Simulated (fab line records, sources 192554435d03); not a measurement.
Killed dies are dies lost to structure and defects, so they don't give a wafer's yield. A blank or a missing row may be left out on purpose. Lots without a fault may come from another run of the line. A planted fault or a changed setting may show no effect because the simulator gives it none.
Which tool did it? | flow n5_finfet | 11 lots, 32 wafers sampled, at 6 steps of a route of 1938

WHAT THE GAUGES READ, wafer by wafer
N5_BEOL_M7_THK_MEAS_53: measures by xrf.
lot  | measured     | on            | M7_THK (nm)
L321 | day 10 21:38 | film_metro-02 | 80.6 77.3 78.5
L322 | day 11 07:11 | film_metro-01 | 75.3 75.6 75.9
L323 | day 12 02:40 | film_metro-02 | 80.5 78.1 79.5
L325 | day 12 11:42 | film_metro-01 | 74.9 76.6
L334 | day 14 08:18 | film_metro-02 | 78.6 77.3 79.4
L337 | day 14 15:05 | film_metro-01 | 77.2 77.8 76.4
L342 | day 15 12:35 | film_metro-02 | 77.0 76.3 78.8
L338 | day 15 20:54 | film_metro-01 | 75.3 77.9 76.0
L340 | day 16 04:31 | film_metro-02 | 75.9 78.0 76.8
L336 | day 16 07:13 | film_metro-02 | 75.6 79.2 78.5
L341 | day 16 14:28 | film_metro-01 | 78.6 75.2 73.7

N5_BEOL_M8_CD_MEAS_11: target cd 38.5 nm.
lot  | measured     | on        | cd_nm (nm)
L321 | day 10 23:01 | cd_sem-02 | 38.6 39.0 38.6
L322 | day 11 09:36 | cd_sem-03 | 37.8 38.0 37.6
L323 | day 12 04:03 | cd_sem-01 | 37.4 37.9 38.3
L325 | day 12 15:08 | cd_sem-01 | 38.3 36.9
L334 | day 14 10:39 | cd_sem-02 | 38.1 38.0 38.3
L337 | day 14 17:17 | cd_sem-01 | 38.3 37.5 38.1
L342 | day 15 16:07 | cd_sem-02 | 38.4 38.4 38.3
L338 | day 15 22:34 | cd_sem-02 | 39.1 39.9 39.0
L340 | day 16 07:22 | cd_sem-02 | 38.5 38.3 38.5
L336 | day 16 11:02 | cd_sem-02 | 39.4 38.8 38.4
L341 | day 16 17:52 | cd_sem-02 | 38.4 38.1 38.4

N5_BEOL_M8_CD_MEAS_18: pitch 80 nm, target cd 40 nm.
lot  | measured     | on        | cd_nm (nm)
L321 | day 11 05:30 | cd_sem-02 | 39.9 40.4 40.1
L322 | day 11 12:47 | cd_sem-02 | 39.5 39.3 39.4
L323 | day 12 04:52 | cd_sem-01 | 39.8 40.7 39.8
L325 | day 12 15:46 | cd_sem-01 | 40.4 38.5
L334 | day 14 12:33 | cd_sem-01 | 39.8 39.7 40.2
L337 | day 14 17:53 | cd_sem-03 | 40.1 39.2 39.1
L342 | day 15 16:50 | cd_sem-03 | 40.7 39.9 40.0
L338 | day 15 23:09 | cd_sem-02 | 41.2 40.9 40.8
L340 | day 16 07:55 | cd_sem-02 | 40.1 39.5 39.7
L336 | day 16 11:39 | cd_sem-03 | 40.9 40.1 39.7
L341 | day 16 18:29 | cd_sem-03 | 40.2 39.5 40.2

WHICH TOOL RAN EACH LOT (tool, then ch and the chambers of the sampled wafers, then the start)
lot  | N5_BEOL_M7_CMP_52             | N5_BEOL_M7_DEP_56               | N5_BEOL_M8_DEVELOP_10
L321 | cmp-03 ch 1,2, day 10 21:22   | pecvd-02 ch 0,1, day 10 21:41   | litho_track-04 ch 0, day 10 22:57
L322 | cmp-01 ch 1,3, day 11 06:56   | pecvd-03 ch 0,1,2, day 11 07:15 | litho_track-04 ch 0, day 11 09:32
L323 | cmp-03 ch 0,3, day 12 02:22   | pecvd-03 ch 0,1, day 12 02:44   | litho_track-03 ch 0, day 12 03:59
L325 | cmp-04 ch 3, day 12 11:25     | pecvd-04 ch 2, day 12 11:46     | litho_track-03 ch 0, day 12 15:05
L334 | cmp-03 ch 1,2,3, day 14 08:05 | pecvd-03 ch 0,1,2, day 14 08:23 | litho_track-04 ch 0, day 14 10:35
L337 | cmp-01 ch 1,2,3, day 14 14:52 | pecvd-02 ch 0,1,2, day 14 15:08 | litho_track-04 ch 0, day 14 17:14
L342 | cmp-01 ch 0,1, day 15 12:17   | pecvd-03 ch 0,1, day 15 12:38   | litho_track-03 ch 0, day 15 16:03
L338 | cmp-01 ch 0,1,2, day 15 20:36 | pecvd-04 ch 1,2, day 15 20:58   | litho_track-02 ch 0, day 15 22:31
L340 | cmp-03 ch 0,1,3, day 16 04:16 | pecvd-04 ch 1,2, day 16 04:35   | litho_track-03 ch 0, day 16 07:18
L336 | cmp-04 ch 0,3, day 16 06:55   | pecvd-02 ch 0,2, day 16 07:17   | litho_track-04 ch 0, day 16 10:58
L341 | cmp-04 ch 0,3, day 16 14:10   | pecvd-02 ch 0,1,2, day 16 14:32 | litho_track-03 ch 0, day 16 17:49
- N5_BEOL_M7_CMP_52: polishes, stops on SiCOH lowk, t overpolish 6.9 s, target thk 80 nm.
- N5_BEOL_M7_DEP_56: deposits SiCN from 3MS/NH3, target thk 10 nm, time 17.5 s.
- N5_BEOL_M8_DEVELOP_10: develop time 30 s.

WHAT THE TOOLS THEMSELVES READ (means of the sampled wafers that have a number; where no wafer has one, the mark that the record gives instead)
N5_BEOL_M7_CMP_52.
lot  | tool   | barrier_field_endpoint_s (s) | motor_current_A (A) | overpolish_run_s (s) | time_to_endpoint_s (s)
L321 | cmp-03 | 28.6                         | 6.3                 | 6.903                | 64.3
L322 | cmp-01 | 29.6                         | 6.3                 | 6.898                | 66.7
L323 | cmp-03 | 29.5                         | 6.3                 | 6.907                | 63.6
L325 | cmp-04 | 28.4                         | 6.3                 | 6.906                | 62.4
L334 | cmp-03 | 28.5                         | 6.3                 | 6.896                | 60.9
L337 | cmp-01 | 29.2                         | 6.1                 | 6.898                | 63.7
L342 | cmp-01 | 28.7                         | 6.6                 | 6.903                | 62.3
L338 | cmp-01 | 28.9                         | 6.5                 | 6.899                | 61.6
L340 | cmp-03 | 28.0                         | 6.1                 | 6.900                | 59.3
L336 | cmp-04 | 28.4                         | 5.9                 | 6.893                | 60.9
L341 | cmp-04 | 28.5                         | 6.0                 | 6.889                | 60.5

N5_BEOL_M7_DEP_56.
lot  | tool     | showerhead_plenum_p_Torr (Torr) | throttle_valve_pct (%)
L321 | pecvd-02 | 3.664                           | 9.1
L322 | pecvd-03 | 3.652                           | 9.0
L323 | pecvd-03 | 3.658                           | 9.5
L325 | pecvd-04 | 3.667                           | 8.0
L334 | pecvd-03 | 3.648                           | 9.3
L337 | pecvd-02 | 3.664                           | 9.1
L342 | pecvd-03 | 3.649                           | 9.4
L338 | pecvd-04 | 3.658                           | 8.5
L340 | pecvd-04 | 3.661                           | 8.4
L336 | pecvd-02 | 3.655                           | 9.0
L341 | pecvd-02 | 3.659                           | 9.1

THE ANSWER, worked out from the rows above alone
Rule: what is usual is taken from the lots themselves. Put in order of their means at a reading, lots are off if they are a third of the lots or fewer, leave a main group of 4 or more, and stand apart from it by a gap of 3 or more times the standard deviation of the main group's means; of several such gaps the widest counts. A main group whose means are all the same, to the digits that the tables above print for the reading, isn't used. A lot without any number at a reading at which 4 lots or more have one is off too. The other lots that the step has rows for count as sound. The gauges are gone through in route order, then the tools' own readings, and for those a lot's mean is taken as printed above. The first step at which some lot is off is used, and at that step the reading that is off furthest; a lot without a number counts as furthest.
No lot is off at any reading shown: from this, nothing can be told.

WHAT THE SIMULATOR HAD PUT IN
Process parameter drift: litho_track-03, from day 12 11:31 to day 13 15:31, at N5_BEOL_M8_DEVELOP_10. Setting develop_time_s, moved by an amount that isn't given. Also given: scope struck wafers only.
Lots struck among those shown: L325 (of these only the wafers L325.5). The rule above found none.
